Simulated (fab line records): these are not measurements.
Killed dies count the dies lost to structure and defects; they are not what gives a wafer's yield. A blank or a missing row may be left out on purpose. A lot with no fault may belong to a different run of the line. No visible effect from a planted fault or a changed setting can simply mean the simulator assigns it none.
Matching of chambers | flow nand harc | rie diel-11 running NHARC_A_BLC_STRIP_29: 4 sister chambers
The step strips in CF4. 33 wafers are shown with their chamber, then 12 later ones without.

EACH WAFER AND ITS CHAMBER
wafer  | chamber | oes product au (a.u.) | cf4 flow sccm (sccm) | rf vpp V (V)
L074.1 | 3       | 1.015                 | 150.6                | 59.2
L074.5 | 3       | 1.004                 | 150.0                | 60.7
L074.6 | 0       | 0.994                 | 149.5                | 60.6
L078.1 | 2       | 0.973                 | 150.6                | 58.5
L078.5 | 1       | 0.986                 | 149.0                | 59.8
L078.6 | 2       | 0.980                 | 149.8                | 58.9
L079.1 | 2       | 0.979                 | 149.6                | 60.1
L079.2 | 0       | 0.993                 | 150.6                | 59.5
L079.6 | 2       | 0.976                 | 150.1                | 59.1
L082.1 | 1       | 1.000                 | 150.0                | 59.9
L082.4 | 2       | 0.999                 | 149.9                | 60.1
L082.6 | 2       | 0.996                 | 149.6                | 59.2
L084.2 | 0       | 0.981                 | 149.4                | 61.3
L084.4 | 2       | 0.985                 | 149.9                | 60.2
L084.6 | 2       | 0.995                 | 149.7                | 59.9
L080.1 | 1       | 1.003                 | 149.2                | 58.3
L080.3 | 0       | 0.990                 | 150.2                | 58.3
L080.5 | 2       | 1.002                 | 149.4                | 59.4
L088.2 | 0       | 0.992                 | 150.5                | 58.9
L088.3 | 1       | 1.015                 | 149.8                | 59.9
L088.6 | 3       | 1.007                 | 150.3                | 60.9
L085.1 | 3       | 1.008                 | 149.8                | 57.4
L085.2 | 2       | 0.987                 | 150.3                | 60.2
L085.3 | 1       | 1.012                 | 149.9                | 58.0
L091.4 | 0       | 0.988                 | 149.6                | 59.7
L091.5 | 2       | 0.989                 | 150.7                | 59.9
L091.6 | 3       | 0.994                 | 149.8                | 60.7
L090.1 | 0       | 0.989                 | 149.4                | 60.4
L090.3 | 1       | 0.999                 | 150.0                | 59.3
L090.6 | 3       | 1.006                 | 149.1                | 60.6
L092.3 | 2       | 0.993                 | 150.2                | 58.6
L092.4 | 1       | 1.011                 | 149.8                | 59.6
L092.6 | 2       | 0.992                 | 150.8                | 59.9

SIGNATURES (averages over the wafers above)
reading        | chamber 0 | chamber 1 | chamber 2 | chamber 3 | scatter within a chamber
oes product au | 0.98957   | 1.00371   | 0.98815   | 1.00567   | 0.00818
cf4 flow sccm  | 149.886   | 149.671   | 150.046   | 149.933   | 0.47
rf vpp V       | 59.814    | 59.257    | 59.538    | 59.917    | 0.914
Rule: a wafer lies at a distance from a chamber equal to the root of the sum of squares, over the readings, of (its reading less the chamber's mean, divided by the reading's scatter). If the next closest chamber is less than 2 further off than the closest, the wafer can't be placed; otherwise it belongs to the closest. How the scatter is found: for the shown wafers, subtract from each reading the mean of its chamber, square and add these, divide the total by (wafers less chambers), then take the root.

WAFERS WITH NO CHAMBER GIVEN
wafer  | oes product au (a.u.) | cf4 flow sccm (sccm) | rf vpp V (V)
L093.2 | 1.001                 | 150.4                | 60.6
L093.3 | 0.992                 | 149.6                | 61.1
L093.4 | 1.004                 | 150.3                | 59.2
L094.1 | 0.995                 | 150.4                | 59.9
L094.2 | 1.015                 | 149.7                | 60.1
L094.5 | 0.995                 | 149.0                | 60.1
L096.1 | 0.982                 | 150.6                | 59.4
L096.2 | 1.002                 | 150.2                | 58.8
L096.6 | 1.012                 | 149.9                | 60.9
L097.3 | 1.004                 | 150.5                | 59.9
L097.4 | 0.984                 | 149.8                | 59.0
L097.6 | 1.002                 | 150.8                | 59.8

WHICH CHAMBER EACH ONE RAN IN
wafer  | from the rows above               | in truth
L093.2 | can't be placed: 3 or 0 or 2 or 1 | 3
L093.3 | can't be placed: 0 or 2 or 3 or 1 | 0
L093.4 | can't be placed: 3 or 1 or 2 or 0 | 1
L094.1 | can't be placed: 2 or 0 or 3 or 1 | 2
L094.2 | can't be placed: 3 or 1 or 0      | 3
L094.5 | can't be placed: 1 or 0 or 3 or 2 | 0
L096.1 | can't be placed: 2 or 0 or 3 or 1 | 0
L096.2 | can't be placed: 1 or 3 or 2 or 0 | 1
L096.6 | can't be placed: 3 or 1 or 0 or 2 | 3
L097.3 | can't be placed: 3 or 1 or 0 or 2 | 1
L097.4 | can't be placed: 2 or 0 or 1 or 3 | 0
L097.6 | can't be placed: 3 or 2 or 0 or 1 | 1
Correctly placed: 0 of 12. From these rows, 12 cannot be placed; in 12 the true chamber is one of the candidates. Placed wrongly: 0.
